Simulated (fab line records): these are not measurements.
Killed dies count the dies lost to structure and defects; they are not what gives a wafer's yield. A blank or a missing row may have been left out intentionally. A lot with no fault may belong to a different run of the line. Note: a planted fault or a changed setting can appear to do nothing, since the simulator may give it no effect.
A struck lot beside a sound one	flow n5_finfet	43 steps out of a route of 1938
Sound: these wafers, L864.1, L864.2, L864.6. Struck: wafer L872.3. Last of all comes the cause.
At each step with rows: each side's tool, then ch and its chambers, then its first start. Under that, the readings that differ: sound wafers	struck wafers	difference of the means	sigmas: that difference in standard deviations of wafers without a fault.
alike: readings with means less than 2 such deviations apart, plus words and numbers identical on both sides. not compared: withheld readings, readings lacking a value on some wafer, bounds such as >300 that could conceal the same value, and numbers that have no deviation in the record and whose values overlap.
A row with sigmas, a row that says differs or no value, or rows on one side alone: a step with any of these is where the two part. When numbers do not overlap yet have no deviation, they are printed without sigmas and do not part them. A reading that every wafer of one side lacks parts them only if that side has two wafers or more.

N5_BEOL_M5_CD_MEAS_28: target cd 30.6 nm, target cd y 20 nm.
  sound on cd_sem-02 ch 0, day 11 09:17; struck on cd_sem-03 ch 0, day 13 07:34
  alike: cd_nm
N5_BEOL_M5_OVL_MEAS_29:
  sound on overlay-02 ch 0, day 11 09:19; struck on overlay-02 ch 0, day 13 07:36
  alike: V4_OVL
N5_BEOL_M5_INSPECT_30: inspects for defects (brightfield).
  sound on defect_inspect-02, day 11 09:22; struck on defect_inspect-01, day 13 07:39
  alike: raw_defect_count
then, 8 steps without rows for these wafers: N5_BEOL_M5_DESCUM_33 (chemistry O2, time 7 s); N5_BEOL_M5_ETCH_75 (etches underlayer in N2/H2, target depth 6.5 nm, time 5.2 s); N5_BEOL_M5_ETCH_67 (etches SiARC in CF4, target depth 15.6 nm, time 26 s); N5_BEOL_M5_ETCH_68 (etches SOC in N2/H2, target depth 80 nm, overetch 16 nm, time 120 s); N5_BEOL_M5_STRIP_69 (strips in N2/H2); N5_BEOL_M5_STRIP_76 (strips in N2/H2); N5_BEOL_M5_VIA_ETCH_34 (etches SiCOH lowk in C4F6/O2, target depth 88.3 nm, time 39.2 s); N5_BEOL_M5_STRIP_85 (strips in C4F6/O2).
N5_BEOL_M5_STRIP_36: strips in N2/H2.
  sound on rie_diel-02 ch 2,3, day 11 09:38; struck on rie_diel-02 ch 0, day 13 07:55
  alike: chamber_pressure_mTorr, drypump_motor_current_A, n2_flow_sccm, oes_product_au, power_w, rf_vpp_V, showerhead_plenum_p_Torr, throttle_valve_pct
  not compared: rf_hours_counter_h
N5_BEOL_M5_TRENCH_ETCH_37: etches SiCOH lowk in C4F6/O2, target depth 71.652 nm, time 24.7 s.
  sound on rie_diel-02 ch 2,3, day 11 09:40; struck on rie_diel-02 ch 0, day 13 07:57
reading	sound	struck	difference	sigmas
oes_product_au (a.u.)	0.75 0.72 0.75	0.94	+0.20	+2
throttle_valve_pct (%)	21.29 21.21 21.27	20.69	-0.57	-3
model.etch.depth_nm (nm)	71.64 72.53 71.42	76.25	+4.39	
model.BEOL_M5.feature_depth_nm (nm)	71.6 72.6 71.4	76.2	+4.3	
  alike: chamber_pressure_mTorr, drypump_motor_current_A, oes_ar_750_au, rf_vpp_V, showerhead_plenum_p_Torr
  not compared: rf_hours_counter_h
then, 2 steps without rows for these wafers: N5_BEOL_M5_ETCH_41 (etches SiCN in CH3F/O2, target depth 31.5 nm, time 56.7 s); N5_BEOL_M5_STRIP_91 (strips in N2/H2, time 10 s).
N5_BEOL_M5_OCD_MEAS_38:
  sound on ocd-01, day 11 09:49; struck on ocd-02, day 13 08:07
reading	sound	struck	difference	sigmas
trench_depth_nm (nm)	72.2 72.4 71.7	76.0	+3.9	+4
then, 4 steps without rows for these wafers: N5_BEOL_M5_HM_STRIP_39 (strips TiN in peroxide tin strip, target depth 25 nm, time 158 s); N5_BEOL_M5_SRD_40 (time 30 s); N5_BEOL_M5_PRECLEAN_42 (cleans in residue remover, time 60 s); N5_BEOL_M5_SRD_43 (time 30 s).
N5_BEOL_M5_CD_MEAS_35: target cd 28 nm, target cd y 24 nm.
  sound on cd_sem-03, day 11 09:58; struck on cd_sem-01, day 13 08:16
  alike: cd_nm
then, 6 steps without rows for these wafers: N5_BEOL_M5_CURE_80 (cures SiCOH lowk, time 120 s); N5_BEOL_M5_DEGAS_44 (time 60 s); N5_BEOL_M5_PRE_CLEAN_45 (time 30 s); N5_BEOL_M5_ALD_86 (deposits TaN, pulse time 2 s, purge time 3 s, co reactant purge time 2 s); N5_BEOL_M5_SURFACE_TREAT_87; N5_BEOL_M5_CVD_47 (deposits Co from CCTBA/H2, target thk 3 nm, time 216 s).
N5_BEOL_M5_SPUTTER_48: material Cu, target thk 15 nm, time 27.62 s.
  sound on pvd_sputter-02, day 11 11:30; struck on pvd_sputter-02, day 13 10:25
  alike: susceptor_temp_C, throttle_valve_pct
then, 7 steps without rows for these wafers: N5_BEOL_M5_ANNEAL_49 (time 1800 s); N5_BEOL_M5_SPUTTER_81 (material Cu, target thk 15 nm, time 27.62 s); N5_BEOL_M5_ANNEAL_82 (time 1800 s); N5_BEOL_M5_SPUTTER_83 (material Cu, target thk 15 nm, time 27.62 s); N5_BEOL_M5_ANNEAL_84 (time 1800 s); N5_BEOL_M5_SPUTTER_88 (material Cu, target thk 15 nm, time 27.62 s); N5_BEOL_M5_ANNEAL_89 (time 1800 s).
N5_BEOL_M5_SPUTTER_90: material Cu, target thk 4.5 nm, time 8.29 s.
  sound on pvd_sputter-02, day 11 15:50; struck on pvd_sputter-02, day 13 14:46
  alike: susceptor_temp_C, throttle_valve_pct
then, 2 steps without rows for these wafers: N5_BEOL_M5_ECD_50 (material Cu, target thk 300 nm); N5_BEOL_M5_ANNEAL_51 (time 90 s).
N5_BEOL_M5_CMP_52: polishes, stops on SiCOH lowk, t overpolish 6.9 s, target thk 62 nm.
  sound on cmp-04 ch 0,1,2, day 11 16:23; struck on cmp-03 ch 0, day 13 15:20
reading	sound	struck	difference	sigmas
model.Cu_of_BEOL_M5_ECD_50.thk_nm (nm)	63 64.4 62.4	68.6	+5.3	
  alike: barrier_field_endpoint_s, clearing_platen_rpm, motor_current_A, overpolish_run_s, time_to_endpoint_s
N5_BEOL_M5_THK_MEAS_53: measures by xrf.
  sound on film_metro-02, day 11 16:38; struck on film_metro-02, day 13 15:34
reading	sound	struck	difference	sigmas
M5_THK (nm)	63.3 64.8 62.5	68.2	+4.7	+3
N5_BEOL_M5_PRE_CLEAN_77: time 15 s.
  sound on cvd_co-01 ch 0,1, day 11 16:40; struck on cvd_co-02 ch 2, day 13 15:37
  alike: heater_power_w
  not compared: susceptor_temp_C
N5_BEOL_M5_CO_CAP_78: material Co, precursor CCTBA/H2, target thk 2 nm, time 102.1 s.
  sound on cvd_co-01 ch 0,1, day 11 16:43; struck on cvd_co-02 ch 2, day 13 15:39
  alike: heater_power_w, susceptor_temp_C
N5_BEOL_M5_RS_MEAS_57: the measuring method here is four-point-probe.
  sound on film_metro-01, day 11 16:55; struck on film_metro-02, day 13 15:50
reading	sound	struck	difference	sigmas
M5_RS (ohm/sq)	0.378 0.369 0.383	0.342	-0.035	-3

== WHERE THEY PART ==
First at N5_BEOL_M5_TRENCH_ETCH_37; last, within this record, at N5_BEOL_M5_RS_MEAS_57.

WHY: what the simulator had put in
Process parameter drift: rie_diel-02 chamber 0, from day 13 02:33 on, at N5_BEOL_M5_TRENCH_ETCH_37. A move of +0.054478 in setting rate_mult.
